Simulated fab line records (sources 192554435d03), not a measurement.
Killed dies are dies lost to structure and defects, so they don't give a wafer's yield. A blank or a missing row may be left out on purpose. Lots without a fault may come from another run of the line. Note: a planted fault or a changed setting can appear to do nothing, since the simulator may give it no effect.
Split-lot study    flow n5 finfet    21 wafers read across 7 lots, on a route 1938 steps long

== ABOUT THE SPLIT ==
At N5_SD_EPI_N_ETCH_16 (etches SiO2 in CHF3/O2, target depth 5 nm), the setting target depth a was moved away from the recipe's 50 angstrom on 7 of the 21 wafers read, by -11.5% to +10.9%. All remaining wafers had this setting at the recipe value.

Reading taken at the split's own step.

== THE READING ==
etch.depth nm (the simulator's own value, which no gauge read), in nm, at N5_SD_EPI_N_ETCH_16 (etches SiO2 in CHF3/O2, target depth 5 nm). The file gives no usual value for it. The 14 wafers here that ran the recipe average 4.959 nm, standard deviation 0.073 nm.

wafer   tool, chamber at the split  target depth a as run, angstrom  against the recipe  etch.depth nm, nm  against lot-mates on the recipe
L076.1  rie diel-03, 0              48.37                            -3.3%               4.847              -0.060
L076.5  rie diel-03, 0              48.37                            -3.3%               4.883              -0.024
L076.6  rie diel-03, 3              50                               recipe              4.907              -
L077.2  rie diel-06, 0              50                               recipe              4.953              -
L077.4  rie diel-06, 3              50                               recipe              4.971              -
L077.6  rie diel-06, 2              50                               recipe              4.96               -
L079.2  rie diel-06, 1              50                               recipe              4.963              -
L079.3  rie diel-06, 3              45.6                             -8.8%               4.547              -0.439
L079.4  rie diel-06, 2              50                               recipe              5.01               -
L085.2  rie diel-02, 1              50                               recipe              4.966              -
L085.3  rie diel-02, 0              50                               recipe              4.815              -
L085.4  rie diel-02, 3              50                               recipe              5.033              -
L086.2  rie diel-02, 2              50                               recipe              5.061              -
L086.4  rie diel-02, 3              50                               recipe              5.018              -
L086.6  rie diel-02, 0              50                               recipe              4.838              -
L088.2  rie diel-02, 2              55.43                            +10.9%              5.592              +0.540
L088.5  rie diel-02, 2              55.43                            +10.9%              5.649              +0.597
L088.6  rie diel-02, 3              50                               recipe              5.052              -
L096.1  rie diel-03, 3              44.24                            -11.5%              4.339              -0.544
L096.2  rie diel-03, 2              50                               recipe              4.883              -
L096.4  rie diel-03, 0              44.24                            -11.5%              4.447              -0.436

FIT RESULTS
A straight line over all 21 wafers: etch.depth nm changes by +0.0534 nm for each +1% of target depth a; r = +0.97; the points scatter about the line by 0.075 nm.
The same after taking each lot's own level away (the mean of its wafers on the recipe; 21 wafers): +0.0468 nm for each +1%; r = +0.97; scatter 0.069 nm.
That fit puts the effect of the largest move of target depth a on the reading at 0.54 nm.
Measured against the standard deviation above, the lots' own levels, which go from 4.8830 to 5.0520 nm, span 2.3 times it.
In other words, the slope is changed by the lot-to-lot level; the two fits disagree.
Check: -0.512 nm against its lot-mates is what the line predicts for one of the wafers moved furthest among these (-11.5%) when that wafer is left out of the fit. It came out at -0.544 nm against them.

== OTHER SPLITS ON THESE WAFERS ==
Before the reading, these wafers also passed through other splits. Each is held against what the fit with the lots' levels taken away leaves over:
other split on the same wafers   wafers away from the commonest value  r with etch.depth nm (lot level and that fit taken away)
N5_ZERO_LAYER_EXPOSE_08 dose mj  4                                     -0.19
N5_ZERO_LAYER_DESCUM_16 time s   3                                     +0.25
N5_FIN_SAQP_EXPOSE_13 dose mj    4                                     -0.08
N5_FIN_SAQP_FIN_ETCH_36 icp w    6                                     +0.23
N5_FIN_CUT_COAT_19 spin rpm      11                                    -0.11
N5_DUMMY_GATE_COAT_09 spin rpm   4                                     -0.15

== THE FILE'S OWN FIT ==
etch.depth nm changes by +0.0467 nm for each +1% of target depth a, r = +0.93.
